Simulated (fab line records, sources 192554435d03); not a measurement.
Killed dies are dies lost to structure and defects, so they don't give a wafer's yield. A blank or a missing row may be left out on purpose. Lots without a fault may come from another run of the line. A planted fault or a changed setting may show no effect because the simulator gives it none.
A struck lot beside a sound one | flow n5_finfet | 30 steps out of a route of 1938
Sound: wafers L384.1, L384.3, L384.4. Struck: wafers L391.3, L391.4, L391.5. The cause comes at the end.
At each step with rows: each side's tool, then ch and its chambers, then its first start. Under that, the readings that differ: sound wafers | struck wafers | difference of the means | sigmas: that difference in standard deviations of wafers without a fault.
alike: readings whose means differ by less than 2 such deviations, and words and numbers that are the same on both sides. not compared: withheld readings, readings that some wafer has no value for, bounds like >300 that may hide the same value, and numbers for which the record gives no deviation and whose values overlap.
The two part at a step that has a row with sigmas, a row that says differs or no value, or rows on one side only. Numbers that don't overlap but have no deviation are shown without sigmas and don't part them. A reading that every wafer of one side lacks parts them only if that side has two wafers or more.

first, 11 steps without rows for these wafers: N5_FIN_SAQP_DESCUM_21 (chemistry O2, time 7.9 s); N5_FIN_SAQP_ETCH_51 (etches SiARC in CF4, target depth 45.5 nm, time 75.8 s); N5_FIN_SAQP_ETCH_52 (etches SOC in N2/H2, target depth 100 nm, overetch 20 nm, time 150 s); N5_FIN_SAQP_STRIP_53 (strips in N2/H2); N5_FIN_SAQP_HM_OPEN_73 (chemistry CHF3/O2, target SiO2, stops on a-Si, target depth 12 nm, time 16.8 s); N5_FIN_SAQP_STRIP_74 (strips in CHF3/O2); N5_FIN_SAQP_MANDREL_ETCH_22 (etches a-Si in HBr/Cl2, stops on SiNx, target depth 60 nm, bt time 10 s, time 30 s); N5_FIN_SAQP_STRIP_55 (strips in N2/H2); N5_FIN_SAQP_STRIP_23 (strips in SPM, time 750 s); N5_FIN_SAQP_SRD_66 (time 30 s); N5_FIN_SAQP_RECESS_75 (chemistry HF/NH3, target SiO2, target depth 14.4 nm, afs cycles 3, sublimation time 60 s).
N5_FIN_SAQP_SPACER1_ALD_24: deposits SiO2, target thk 20.3 nm, pulse time 1 s, purge time 2 s.
  sound on ald_sin-04 ch 0,1,3, day 5 10:33; struck on ald_sin-03 ch 0,2,3, day 7 05:29
  no value came back on the struck wafers for any of 5 readings (ald_cycles, chamber_pressure_Torr (Torr) and others); on the sound wafers ald_cycles reads 218 218 218
then, 1 step without rows for these wafers: N5_FIN_SAQP_SPACER1_ETCHBACK_25 (etches SiO2 in CHF3/O2, target depth 24.4 nm, time 12.2 s).
N5_FIN_SAQP_MANDREL1_REMOVE_56: chemistry HBr/Cl2/O2, target a-Si, stops on SiNx, bt time 10 s.
  sound on rie_si-06 ch 0,1,3, day 5 11:21; struck on rie_si-06 ch 1,2,3, day 7 06:20
  reading                   | sound        | struck       | difference | sigmas
  model.FIN_SAQP.cd_nm (nm) | 20.4 20 20.4 | 35.8 36 35.6 | +15.5      |
  alike: bias_w, drypump_motor_current_A, mfc_cl2_sccm, oes_o_777_au, oes_product_au, throttle_valve_pct
  not compared: rf_hours_counter_h
N5_FIN_SAQP_CD_MEAS_27: target cd 20 nm.
  sound on cd_sem-02 ch 0, day 5 11:28; struck on cd_sem-03 ch 0, day 7 06:27
  reading    | sound             | struck | difference                    | sigmas
  cd_nm (nm) | 20.36 20.28 20.15 | - - -  | no value on the struck wafers |
then, 11 steps without rows for these wafers: N5_FIN_SAQP_ETCH_57 (etches SiNx in CH3F/O2, target depth 32.5 nm, time 46.4 s); N5_FIN_SAQP_ETCH_65 (etches SiO2 in CF4, target depth 4 nm, time 4.4 s); N5_FIN_SAQP_MANDREL_ETCH_58 (etches a-Si in HBr/Cl2, stops on SiNx, target depth 45 nm, bt time 10 s, time 27 s); N5_FIN_SAQP_RECESS_63 (chemistry HF/NH3, target SiO2, target depth 18 nm, afs cycles 3, sublimation time 60 s); N5_FIN_SAQP_COAT_68 (time 60 s, resist thk 100 nm); N5_FIN_SAQP_ETCH_69 (etches SOC in N2/H2, stops on SiNx, target depth 150 nm); N5_FIN_SAQP_ETCH_67 (etches SiNx in CH3F/O2, target depth 30 nm); N5_FIN_SAQP_STRIP_70 (strips in N2/H2); N5_FIN_SAQP_RECESS_71 (chemistry HF/NH3, target SiO2, target depth 3 nm, afs cycles 1, sublimation time 60 s); N5_FIN_SAQP_SPACER2_ALD_28 (deposits SiO2, target thk 8.1 nm, pulse time 1 s, purge time 2 s); N5_FIN_SAQP_SPACER2_ETCHBACK_29 (etches SiO2 in CHF3/O2, target depth 12.2 nm, time 6.1 s).
N5_FIN_SAQP_MANDREL2_REMOVE_60: chemistry HBr/Cl2/O2, target a-Si, stops on SiNx, bt time 10 s.
  sound on rie_si-06 ch 0,1,2, day 5 12:54; struck on rie_si-03 ch 0,1,3, day 7 07:53
  reading                   | sound   | struck         | difference | sigmas
  model.FIN_SAQP.cd_nm (nm) | 8 8.2 8 | 36.2 35.8 35.6 | +27.8      |
  alike: bias_w, drypump_motor_current_A, mfc_cl2_sccm, oes_o_777_au, oes_product_au, throttle_valve_pct
  not compared: rf_hours_counter_h
N5_FIN_SAQP_CD_MEAS_31: target cd 8 nm.
  sound on cd_sem-02 ch 0, day 5 13:01; struck on cd_sem-02 ch 0, day 7 08:00
  reading    | sound          | struck | difference                    | sigmas
  cd_nm (nm) | 8.28 8.44 8.07 | - - -  | no value on the struck wafers |
N5_BEOL_M4_RC_MEAS_101:
  the record has rows for the sound wafers here (prober-02 ch 0, day 15 11:40) and none for the struck ones
-- the record jumps here: 14 days lie between the struck wafers' starts before and after (it left off in module BEOL_M4 and takes up again in module PASSIVATION, whose first step shown is number 1936 of the route) --
N5_PASSIVATION_PROBE_49:
  the record has rows for the struck wafers here (prober-02, day 21 16:16) and none for the sound ones

WHERE THEY PART
First at N5_FIN_SAQP_SPACER1_ALD_24; last, within this record, at N5_PASSIVATION_PROBE_49.

WHY: what the simulator had put in
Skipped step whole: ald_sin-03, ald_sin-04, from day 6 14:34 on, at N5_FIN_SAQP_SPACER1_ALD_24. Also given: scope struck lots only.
